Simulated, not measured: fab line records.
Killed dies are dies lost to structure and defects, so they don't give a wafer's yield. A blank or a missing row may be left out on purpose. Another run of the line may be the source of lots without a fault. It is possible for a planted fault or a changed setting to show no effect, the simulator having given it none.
Which tool did it? + flow nandHarc + 11 lots with 33 wafers sampled at 2 steps, on a route of 1302 steps

== WHAT EACH GAUGE READ, for each wafer ==
NHARC_P_ZERO_WELL_CD_MEAS_11: target cd 500 nm.
| lot  | measured     | on       | cdNm (nm)         |
|------|--------------|----------|-------------------|
| L185 | day 3 13:07  | cdSem-01 | 491.5 490.8 492.2 |
| L186 | day 3 23:14  | cdSem-03 | 498.0 498.7 500.4 |
| L187 | day 4 09:16  | cdSem-02 | 494.1 494.6 492.2 |
| L190 | day 5 15:07  | cdSem-03 | 501.1 499.3 500.7 |
| L195 | day 7 17:15  | cdSem-02 | 501.9 502.2 502.5 |
| L196 | day 8 03:16  | cdSem-01 | 498.1 496.5 496.3 |
| L199 | day 9 09:16  | cdSem-03 | 498.7 500.2 500.4 |
| L200 | day 9 19:14  | cdSem-03 | 500.0 499.9 500.4 |
| L201 | day 10 05:14 | cdSem-03 | 500.1 500.2 501.9 |
| L203 | day 11 01:07 | cdSem-01 | 498.4 500.9 497.9 |
| L204 | day 11 11:15 | cdSem-01 | 501.2 502.1 502.2 |

== TOOL THAT RAN EACH LOT (tool first, then ch and the chambers of the sampled wafers, then the start) ==
| lot  | NHARC_P_ZERO_WELL_SOFTBAKE_06    |
|------|----------------------------------|
| L185 | lithoTrack-03 ch 0, day 3 12:00  |
| L186 | lithoTrack-07 ch 0, day 3 22:00  |
| L187 | lithoTrack-03 ch 0, day 4 08:00  |
| L190 | lithoTrack-07 ch 0, day 5 14:00  |
| L195 | lithoTrack-03 ch 0, day 7 16:00  |
| L196 | lithoTrack-03 ch 0, day 8 02:00  |
| L199 | lithoTrack-07 ch 0, day 9 08:00  |
| L200 | lithoTrack-07 ch 0, day 9 18:00  |
| L201 | lithoTrack-03 ch 0, day 10 04:00 |
| L203 | lithoTrack-03 ch 0, day 11 00:00 |
| L204 | lithoTrack-03 ch 0, day 11 10:00 |
- NHARC_P_ZERO_WELL_SOFTBAKE_06: time 70 s.

== WHAT THE TOOLS THEMSELVES READ (means of the sampled wafers that have a number; where no wafer has one, the mark that the record gives instead) ==
NHARC_P_ZERO_WELL_SOFTBAKE_06.
| lot  | tool          | heaterPowerTotalW (W) |
|------|---------------|-----------------------|
| L185 | lithoTrack-03 | 193.7                 |
| L186 | lithoTrack-07 | 199.4                 |
| L187 | lithoTrack-03 | 192.6                 |
| L190 | lithoTrack-07 | 200.7                 |
| L195 | lithoTrack-03 | 201.3                 |
| L196 | lithoTrack-03 | 202.0                 |
| L199 | lithoTrack-07 | 201.8                 |
| L200 | lithoTrack-07 | 199.2                 |
| L201 | lithoTrack-03 | 200.3                 |
| L203 | lithoTrack-03 | 199.4                 |
| L204 | lithoTrack-03 | 201.9                 |

== THE ANSWER, worked out from the rows above alone ==
Rule: usual is defined by the lots themselves. Put in order of their means at a reading, lots are off if they are a third of the lots or fewer, leave a main group of 4 or more, and stand apart from it by a gap of 3 or more times the standard deviation of the main group's means; of several such gaps the widest counts. If all means in a main group match to the digits the tables above print for the reading, that group is not used. Also off: a lot with no number at a reading for which 4 or more lots have one. All remaining lots with rows at the step are treated as sound. After the gauges, taken in route order, come the tools' own readings; for these a lot's mean is taken, as printed above. The first step at which some lot is off is used, and at that step the reading that is off furthest; a lot without a number counts as furthest.
Off, at NHARC_P_ZERO_WELL_SOFTBAKE_06 on heaterPowerTotalW: L185, L187. Mean 200.7 W and standard deviation 1.1 in the main group.
If a tool, at that step or one of the process steps before it, ran each lot that is off and ran no sound lot following the first of them, it fits. Of those tried, none fits.

== WHAT THE SIMULATOR HAD PUT IN ==
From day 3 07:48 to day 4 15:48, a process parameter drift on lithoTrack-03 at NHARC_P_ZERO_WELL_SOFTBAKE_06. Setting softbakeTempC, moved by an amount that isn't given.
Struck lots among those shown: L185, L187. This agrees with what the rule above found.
